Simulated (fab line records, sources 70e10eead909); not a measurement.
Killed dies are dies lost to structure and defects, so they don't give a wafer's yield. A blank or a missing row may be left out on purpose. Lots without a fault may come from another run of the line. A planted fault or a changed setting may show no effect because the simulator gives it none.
A struck lot beside a sound one | flow nand_harc | 14 steps out of a route of 1302
Sound: wafers L495.1, L495.4, L495.6. Struck: wafers L504.3, L504.4, L504.6. The cause comes at the end.
At each step with rows: each side's tool, then ch and its chambers, then its first start. Under that, the readings that differ: sound wafers | struck wafers | difference of the means | sigmas: that difference in standard deviations of wafers without a fault.
alike: readings whose means differ by less than 2 such deviations, and words and numbers that are the same on both sides. not compared: withheld readings, readings that some wafer has no value for, bounds like >300 that may hide the same value, and numbers for which the record gives no deviation and whose values overlap.
The two part at a step that has a row with sigmas, a row that says differs or no value, or rows on one side only. Numbers that don't overlap but have no deviation are shown without sigmas and don't part them. A reading that every wafer of one side lacks parts them only if that side has two wafers or more.

NHARC_A_SGD_CUT_THK_MEAS_22: measures by ellipsometry.
  sound on film_metro-01, day 23 00:44; struck on film_metro-02, day 25 11:27
  alike: thk_nm
then, 2 steps without rows for these wafers: NHARC_A_SGD_CUT_SRD_23; NHARC_A_SGD_CUT_ETCH_26 (etches SiO2 in dHF, target depth 45.8 nm).
NHARC_A_SGD_CUT_ETCHBACK_24: etches the open film in CH3F/O2, target depth 50 nm, time 92.857 s.
  sound on rie_diel-12 ch 1,2, day 23 00:59; struck on rie_diel-13 ch 1,2, day 25 11:41
  reading                         | sound          | struck         | difference | sigmas
  showerhead_plenum_p_Torr (Torr) | 2.56 2.60 2.56 | 2.35 2.29 2.29 | -0.26      | -2
  alike: drypump_motor_current_A, oes_product_au, rf_vpp_V, throttle_valve_pct
  not compared: rf_hours_counter_h
NHARC_A_SGD_CUT_STRIP_28: strips in O2, time 20 s.
  sound on rie_diel-12 ch 0,1,2; struck on rie_diel-13 ch 0,2,3
  alike: drypump_motor_current_A, oes_product_au, rf_vpp_V, showerhead_plenum_p_Torr, throttle_valve_pct
  not compared: rf_hours_counter_h
NHARC_A_SGD_CUT_INSPECT_25:
  sound on defect_inspect-02, day 23 01:12; struck on defect_inspect-02, day 25 11:55
  alike: raw_defect_count
NHARC_A_SLIT_DEP_25: deposits SiO2, target thk 200 nm.
  sound on pecvd-01 ch 0,2, day 23 01:21; struck on pecvd-02 ch 0,1,2, day 25 12:03
  alike: heater_power_w, throttle_valve_pct
NHARC_A_SLIT_DEP_00: deposits aC, target thk 6200 nm.
  sound on acl_dep-02 ch 0, day 23 01:37; struck on acl_dep-03 ch 0, day 25 14:22
  alike: throttle_valve_pct
NHARC_A_SLIT_DEP_23: deposits SiON, target thk 100 nm.
  sound on pecvd-02 ch 0,2, day 23 05:23; struck on pecvd-01 ch 1,2, day 25 16:52
  alike: heater_power_w
then, 3 steps without rows for these wafers: NHARC_A_SLIT_DEHYDRATE_01 (time 120 s); NHARC_A_SLIT_HMDS_02 (time 30 s); NHARC_A_SLIT_COAT_03 (resist thk 90 nm).
NHARC_A_SLIT_SOFTBAKE_04: time 55 s.
  sound on litho_track-01 ch 0, day 23 05:00; struck on litho_track-01 ch 0, day 25 17:00
  reading                  | sound                | struck               | difference | sigmas
  heater_power_total_W (W) | 188.32 188.29 188.51 | 183.03 182.96 182.91 | -5.41      | -39
then, 1 step without rows for these wafers: NHARC_A_SLIT_EBR_05.

WHERE THEY PART
First at NHARC_A_SGD_CUT_ETCHBACK_24; last, within this record, at NHARC_A_SLIT_SOFTBAKE_04.

WHY: what the simulator had put in
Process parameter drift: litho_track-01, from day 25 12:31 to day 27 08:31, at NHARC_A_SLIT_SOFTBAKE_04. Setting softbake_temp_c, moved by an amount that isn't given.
